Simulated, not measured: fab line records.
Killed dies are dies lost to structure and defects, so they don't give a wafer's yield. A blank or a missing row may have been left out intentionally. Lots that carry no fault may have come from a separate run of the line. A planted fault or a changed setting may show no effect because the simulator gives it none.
The tool behind it: which one? ; flow nandHarc ; 12 lots, 36 wafers sampled, at 1 step of a route of 1159

## WHAT THE GAUGES SHOWED, per wafer
NHARC_A_CHANNEL_FILL_D1_INSPECT_13.
lot;measured;on;rawDefectCount
L075;day 11 02:41;defectInspect-02;462 228 225
L076;day 11 08:10;defectInspect-02;231 164 133
L078;day 11 13:50;defectInspect-01;305 411 364
L083;day 12 18:00;defectInspect-02;382 808 474
L082;day 12 22:16;defectInspect-02;465 348 326
L089;day 13 19:44;defectInspect-01;467 430 553
L087;day 13 23:11;defectInspect-01;299 380 263
L088;day 14 10:16;defectInspect-01;284 259 462
L090;day 15 02:52;defectInspect-02;645 205 338
L094;day 15 09:57;defectInspect-01;219 295 266
L095;day 15 20:09;defectInspect-01;540 413 227
L097;day 16 07:20;defectInspect-02;672 498 589

## EACH LOT AND THE TOOL THAT RAN IT (in order: tool; ch and the chambers of the sampled wafers; start)
Before these readings, the record contains no process step.

## THE ANSWER, worked out from the rows above alone
Rule: what is usual is taken from the lots themselves. The widest of any qualifying gaps counts: lots, ordered by their means at a reading, are off when they make up no more than a third of the lots, leave a main group of 4 or more, and stand apart from it by 3 or more times the standard deviation of that group's means. A main group is skipped when, at the precision printed for the reading in the tables above, its means are all equal. Also off: a lot with no number at a reading for which 4 or more lots have one. Where the step has rows for the other lots, those lots are counted as sound.
No lot is off on any of the readings shown, so nothing can be concluded from this.

## WHAT HAD BEEN PUT IN BY THE SIMULATOR
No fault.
